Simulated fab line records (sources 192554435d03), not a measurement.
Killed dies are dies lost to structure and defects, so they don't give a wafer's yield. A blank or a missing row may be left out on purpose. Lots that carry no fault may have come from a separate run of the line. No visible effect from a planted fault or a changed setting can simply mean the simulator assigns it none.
fab line records	flow n5-finfet
record lots=11	wafers=29	last-day=17
route steps=1938 shown BEOL_M1@823 BEOL_M2@841 BEOL_M4@1111
lots with no fault: from the same line, run without faults
start-h: start of the lot's first displayed wafer, in hours after the record's first day	wait-h: time in hours since the lot's previous step	" repeats the value in the row above	L1.1+2: a row that stands for several wafers	- either no value or no given start	* or withheld: withheld	< > ~ a bound
route shown NAME@n: a module of which the file shows steps, and the number in the route of the first	usual: average and standard deviation across the fault-free wafers	same: alike in all rows	chamber/n: place in a boat	sites: readings site by site	_std_site: the standard deviation of these	_edge_site: outer sites' mean less inner sites'	radius-mm: for every site, how far away it sits from the centre of the wafer	mask NAME#n: copy n	behind: the last tool/chamber to shape the wafer	hold: what put the lot on hold/how long, in hours/how the hold closed	device: whichever transistor did not switch (one of n, p or np)	end of line: the same wafers' tests at the end of the route	step lacking rows: just its recipe	killed: count of dies lost to structure and defects at first sort (not the wafer's yield)	map: a wafer's dies, x killed, . not, _ none there
set.NAME: the setting that was run; set.NAME@STEP: the one run at that earlier step	model.NAME: the simulator's own value behind a step, which no gauge read
the route's steps for a sample of lots (tables are steps, rows are wafers)
services: when a tool's chamber went out of use (start-h, in hours from the record's first day, below 0 if earlier), for how many hours, and the reason
## steps
# step N5_BEOL_M1_ANNEAL_89
# recipe temp-c=400	time-s=240	ambient=vacuum
# usual heater-power-w=812/66	susceptor_temp_C_max=401.1/0.47
lot.wafer	tool	chamber	start-h	wait-h	heater-power-w	susceptor_temp_C_max
L446.1	pvd-sputter-03	-	132.97	0.0	821	401.5
L446.6	"	-	"	"	747	401.1
L448.2	pvd-sputter-03	-	138.57	0.0	748	401.2
L448.3	"	-	"	"	844	400.5
L448.4	"	-	"	"	690	401.5
L454.1	pvd-sputter-03	-	176.72	0.0	828	400.8
L454.4	"	-	"	"	759	401.1
L456.1	pvd-sputter-03	-	188.45	0.0	801	401.5
L456.4	"	-	"	"	829	400.5
L458.1	pvd-sputter-02	-	206.57	0.0	892	400.7
L458.2	"	-	"	"	881	400.1
L460.3	pvd-sputter-03	-	219.58	0.0	698	400.9
L460.4	"	-	"	"	815	401.4
L460.5	"	-	"	"	815	400.7
L461.1	pvd-sputter-03	-	222.02	0.0	695	401.1
L461.2	"	-	"	"	834	400.7
L461.6	"	-	"	"	698	401.0
L462.1	pvd-sputter-01	-	227.29	0.0	855	400.4
L462.4	"	-	"	"	875	400.8
L462.5	"	-	"	"	909	400.4
L465.3	pvd-sputter-01	-	250.60	0.0	767	400.8
L465.4	"	-	"	"	762	401.8
L465.6	"	-	"	"	897	400.7
L466.1	pvd-sputter-03	-	253.66	0.0	797	401.4
L466.4	"	-	"	"	717	401.4
L466.5	"	-	"	"	815	401.6
L467.1	pvd-sputter-02	-	261.71	0.0	880	401.4
L467.4	"	-	"	"	783	401.3
L467.6	"	-	"	"	872	401.1
# step N5_BEOL_M1_PRE_CLEAN_60
# recipe gas=NH3/H2	time-s=15	temp-c=*	rf-power-w=300
# usual heater-power-w=79/15
lot.wafer	tool	chamber	start-h	wait-h	heater-power-w
L446.1	cvd-co-02	1	134.60	0.0	78
L446.6	"	0	"	"	74
L448.2	cvd-co-02	1	140.21	0.0	77
L448.3	"	2	"	"	83
L448.4	"	0	"	"	73
L454.1	cvd-co-02	1	178.34	0.0	78
L454.4	"	2	"	"	83
L456.1	cvd-co-01	2	190.07	0.0	118
L456.4	"	2	"	"	120
L458.1	cvd-co-01	0	208.20	0.0	64
L458.2	"	1	"	"	66
L460.3	cvd-co-02	0	221.30	0.0	74
L460.4	"	0	"	"	75
L460.5	"	2	"	"	86
L461.1	cvd-co-01	2	223.65	0.0	117
L461.2	"	1	"	"	67
L461.6	"	1	"	"	66
L462.1	cvd-co-01	0	229.07	0.0	67
L462.4	"	0	"	"	65
L462.5	"	2	"	"	112
L465.3	cvd-co-02	1	252.22	0.0	76
L465.4	"	0	"	"	75
L465.6	"	1	"	"	78
L466.1	cvd-co-02	1	255.28	0.0	77
L466.4	"	1	"	"	77
L466.5	"	0	"	"	77
L467.1	cvd-co-02	0	263.33	0.0	77
L467.4	"	2	"	"	86
L467.6	"	1	"	"	79
# step N5_BEOL_M2_ILD_DEP_00
# recipe material=SiOC	target-thk-a=790	temp-c=350	precursor=DEMS/O2	pressure-torr=5	rf-w=500	time-s=15.3
# usual heater-power-w=475/64	showerhead-plenum-p-Torr=5.687/0.013	throttle-valve-pct=11.8/0.47
lot.wafer	tool	chamber	start-h	wait-h	heater-power-w	showerhead-plenum-p-Torr	throttle-valve-pct
L446.1	pecvd-02	0	134.88	0.0	559	5.704	11.0
L446.6	"	0	"	"	567	5.692	11.3
L448.2	pecvd-01	2	140.51	0.0	450	5.691	11.3
L448.3	"	1	"	"	472	5.680	12.5
L448.4	"	2	"	"	451	5.694	11.5
L454.1	pecvd-03	1	178.63	0.0	515	5.696	12.2
L454.4	"	2	"	"	430	5.682	11.0
L456.1	pecvd-03	0	190.39	0.0	478	5.672	11.7
L456.4	"	0	"	"	489	5.686	11.9
L458.1	pecvd-03	2	208.54	0.0	376	5.664	11.0
L458.2	"	0	"	"	450	5.687	11.4
L460.3	pecvd-01	0	221.58	0.0	381	5.689	11.8
L460.4	"	0	"	"	376	5.678	11.7
L460.5	"	2	"	"	479	5.696	11.7
L461.1	pecvd-01	1	223.95	0.0	474	5.660	12.5
L461.2	"	2	"	"	468	5.691	11.8
L461.6	"	0	"	"	409	5.689	11.9
L462.1	pecvd-01	1	229.36	0.0	508	5.673	12.2
L462.4	"	0	"	"	408	5.681	11.7
L462.5	"	2	"	"	474	5.703	11.5
L465.3	pecvd-02	0	252.51	0.0	533	5.685	11.3
L465.4	"	1	"	"	440	5.689	12.6
L465.6	"	2	"	"	500	5.688	11.3
L466.1	pecvd-01	0	255.57	0.0	326	5.673	11.5
L466.4	"	2	"	"	428	5.707	11.7
L466.5	"	1	"	"	583	5.688	12.5
L467.1	pecvd-02	2	263.63	0.0	450	5.691	11.4
L467.4	"	2	"	"	449	5.676	11.6
L467.6	"	1	"	"	454	5.689	12.2
# step N5_BEOL_M2_THK_MEAS_01
# recipe reads=SiOC_of_BEOL_M2_ILD_DEP_00
# usual M2_ILD_THK=78.9/1.1
lot.wafer	tool	chamber	start-h	wait-h	M2_ILD_THK[nm]
L446.1	film-metro-02	-	134.95	0.0	79.2
L446.6	"	-	"	"	80.3
L448.2	film-metro-02	-	140.59	0.1	74.7
L448.3	"	-	"	"	77.8
L448.4	"	-	"	"	75.9
L454.1	film-metro-01	-	178.69	0.0	78.2
L454.4	"	-	"	"	73.4
L456.1	film-metro-02	-	190.46	0.0	77.7
L456.4	"	-	"	"	71.7
L458.1	film-metro-02	-	208.61	0.0	79.7
L458.2	"	-	"	"	71.8
L460.3	film-metro-01	-	221.65	0.1	77.6
L460.4	"	-	"	"	79.8
L460.5	"	-	"	"	79.0
L461.1	film-metro-01	-	224.01	0.0	77.9
L461.2	"	-	"	"	77.0
L461.6	"	-	"	"	78.9
L462.1	film-metro-02	-	229.43	0.0	78.6
L462.4	"	-	"	"	79.7
L462.5	"	-	"	"	79.6
L465.3	film-metro-02	-	252.58	0.1	79.3
L465.4	"	-	"	"	80.0
L465.6	"	-	"	"	79.5
L466.1	film-metro-02	-	255.63	0.0	78.5
L466.4	"	-	"	"	78.2
L466.5	"	-	"	"	78.7
L467.1	film-metro-01	-	263.69	0.0	80.3
L467.4	"	-	"	"	80.2
L467.6	"	-	"	"	80.7
# step N5_BEOL_M2_HM_DEP_02
# recipe material=TiN	target-thk-a=200	temp-c=25	chamber-pressure-pa=0.49996
# usual throttle-valve-pct=29.6/0.94
lot.wafer	tool	chamber	start-h	wait-h	throttle-valve-pct
L446.1	pvd-sputter-01	-	136.09	1.1	29.7
L446.6	"	-	"	"	28.3
L448.2	pvd-sputter-03	-	141.17	0.5	28.7
L448.3	"	-	"	"	29.5
L448.4	"	-	"	"	29.1
L454.1	pvd-sputter-02	-	179.19	0.4	31.3
L454.4	"	-	"	"	30.3
L456.1	pvd-sputter-03	-	191.99	1.5	28.7
L456.4	"	-	"	"	31.4
L458.1	pvd-sputter-03	-	210.43	1.8	28.8
L458.2	"	-	"	"	29.0
L460.3	pvd-sputter-01	-	222.63	0.9	28.1
L460.4	"	-	"	"	29.6
L460.5	"	-	"	"	30.1
L461.1	pvd-sputter-01	-	224.11	0.0	29.9
L461.2	"	-	"	"	30.0
L461.6	"	-	"	"	29.7
L462.1	pvd-sputter-03	-	230.90	1.4	31.6
L462.4	"	-	"	"	29.0
L462.5	"	-	"	"	28.8
L465.3	pvd-sputter-03	-	254.62	2.0	29.0
L465.4	"	-	"	"	31.4
L465.6	"	-	"	"	29.3
L466.1	pvd-sputter-02	-	257.95	2.3	31.2
L466.4	"	-	"	"	29.9
L466.5	"	-	"	"	31.4
L467.1	pvd-sputter-01	-	263.99	0.2	27.7
L467.4	"	-	"	"	30.0
L467.6	"	-	"	"	27.9
# step N5_BEOL_M4_RC_MEAS_101
# usual DIBL_N=36.2/1.7	DIBL_P=36.6/1.9	IOFF_N=0.16/0.032	IOFF_P=0.21/0.037	ION_N=675/12	ION_P=460/8.1	SS_N=71.4/0.58	SS_P=73.4/0.64	VT_N=249/3.2	VT_P=-252/3.4
lot.wafer	tool	chamber	start-h	wait-h	DIBL_N[mV/V]	DIBL_P[mV/V]	IOFF_N[nA/um]	IOFF_P[nA/um]	ION_N[uA/um]	ION_P[uA/um]	SS_N[mV/dec]	SS_P[mV/dec]	VT_N[mV]	VT_P[mV]
L446.1	prober-02	0	166.74	0.0	39.2	38.4	0.20	0.22	673	452	72.1	73.8	246	-252
L446.6	"	0	"	"	36.3	35.2	0.15	0.18	674	459	70.1	73.3	248	-252
L448.2	prober-01	0	178.44	0.2	38.3	38.3	0.19	0.26	684	460	71.3	74.0	246	-247
L448.3	"	0	"	"	40.0	40.5	0.24	0.31	685	469	72.7	74.1	244	-242
L448.4	"	0	"	"	36.8	37.0	0.18	0.24	685	466	71.6	73.1	247	-246
L454.1	prober-01	0	203.10	0.0	39.4	39.6	0.27	0.30	700	471	72.8	74.4	242	-245
L454.4	"	0	"	"	39.1	39.7	0.25	0.30	697	473	71.7	74.9	241	-244
L456.1	prober-02	0	226.69	0.0	38.8	41.1	0.20	0.27	688	473	71.6	74.6	245	-250
L456.4	"	0	"	"	37.4	38.8	0.18	0.23	693	465	71.7	73.9	247	-253
L458.1	prober-02	0	242.03	0.0	34.1	33.4	0.13	0.16	667	456	70.7	72.5	249	-254
L458.2	"	0	"	"	35.5	35.1	0.15	0.18	677	463	71.3	73.8	253	-253
L460.3	prober-02	0	247.01	0.3	38.6	41.4	0.21	0.26	679	467	72.2	74.4	246	-249
L460.4	"	0	"	"	34.5	36.3	0.13	0.18	668	460	71.0	72.3	253	-252
L460.5	"	0	"	"	37.6	40.2	0.18	0.23	681	464	71.9	73.9	247	-254
L461.1	prober-01	0	249.09	0.0	35.3	37.0	0.17	0.18	685	454	71.2	73.0	249	-258
L461.2	"	0	"	"	33.8	34.9	0.14	0.15	671	444	71.3	73.1	250	-260
L461.6	"	0	"	"	33.4	34.9	0.13	0.15	654	442	70.9	72.6	250	-259
L462.1	prober-01	0	265.51	0.0	35.6	36.4	0.15	0.20	665	455	71.0	73.4	251	-249
L462.4	"	0	"	"	37.8	38.3	0.20	0.23	670	455	72.0	73.8	246	-251
L462.5	"	0	"	"	35.9	36.5	0.15	0.21	678	462	71.7	73.6	251	-252
L465.3	prober-02	0	282.12	0.3	36.1	38.3	0.17	0.23	681	468	71.4	73.1	244	-250
L465.4	"	0	"	"	34.3	35.7	0.14	0.19	670	466	70.0	73.2	251	-252
L465.6	"	0	"	"	35.9	37.9	0.17	0.22	683	465	70.7	73.0	248	-250
L466.1	prober-02	0	286.74	0.0	36.8	36.1	0.13	0.19	656	448	71.4	72.4	253	-255
L466.4	"	0	"	"	36.7	35.8	0.15	0.18	683	457	71.7	72.7	252	-256
L466.5	"	0	"	"	37.9	37.3	0.15	0.20	671	461	71.1	73.7	250	-252
L467.1	prober-02	0	290.30	0.0	36.0	35.2	0.16	0.22	677	469	70.8	73.1	249	-249
L467.4	"	0	"	"	37.7	37.2	0.18	0.24	697	471	71.9	73.8	247	-246
L467.6	"	0	"	"	37.8	37.0	0.19	0.25	692	472	71.6	73.7	248	-247
## services
tool	chamber	start-h	hours	kind
cvd-co-01	-	110.74	6.9	pm
cvd-co-01	1	117.64	-	clean
cvd-co-01	1	117.64	22.0	scheduled-down
cvd-co-01	1	117.64	22.0	vent-cycle
pecvd-02	1	153.69	6.7	repair
pvd-sputter-01	-	157.09	9.9	repair
pecvd-01	-	167.15	7.7	repair
pecvd-03	0	184.91	1.8	repair
pecvd-03	1	187.01	2.1	scheduled-down
pecvd-02	2	202.38	-	clean
pecvd-02	2	202.38	-	consumable-replace:showerhead
pecvd-02	2	202.38	29.0	scheduled-down
pecvd-02	2	202.38	29.0	vent-cycle
cvd-co-02	-	218.36	0.3	repair
pecvd-02	1	220.64	5.0	repair
cvd-co-01	-	241.24	2.8	pm
pecvd-01	-	246.76	2.8	pm
## key
first-sign step=N5_BEOL_M2_THK_MEAS_01	reading=M2_ILD_THK	direction=down	sigmas=5.8	usual=78.9	struck=72.3
effect none on later readings
met-at N5_BEOL_M2_ILD_DEP_00
struck-lots L454,L456,L458
struck-wafers L454.4,L456.4,L458.2
not-acting-at N5_BEOL_M1_ANNEAL_89,N5_BEOL_M1_PRE_CLEAN_60,N5_BEOL_M2_HM_DEP_02
fault kind=process-parameter-drift	tool=pecvd-03	chamber=-	onset-h=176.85	steps=N5_BEOL_M2_ILD_DEP_00	channel=time-s	offset=*	shape=step	end-h=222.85	scope=struck-wafers-only	acts-in=*	stated=*
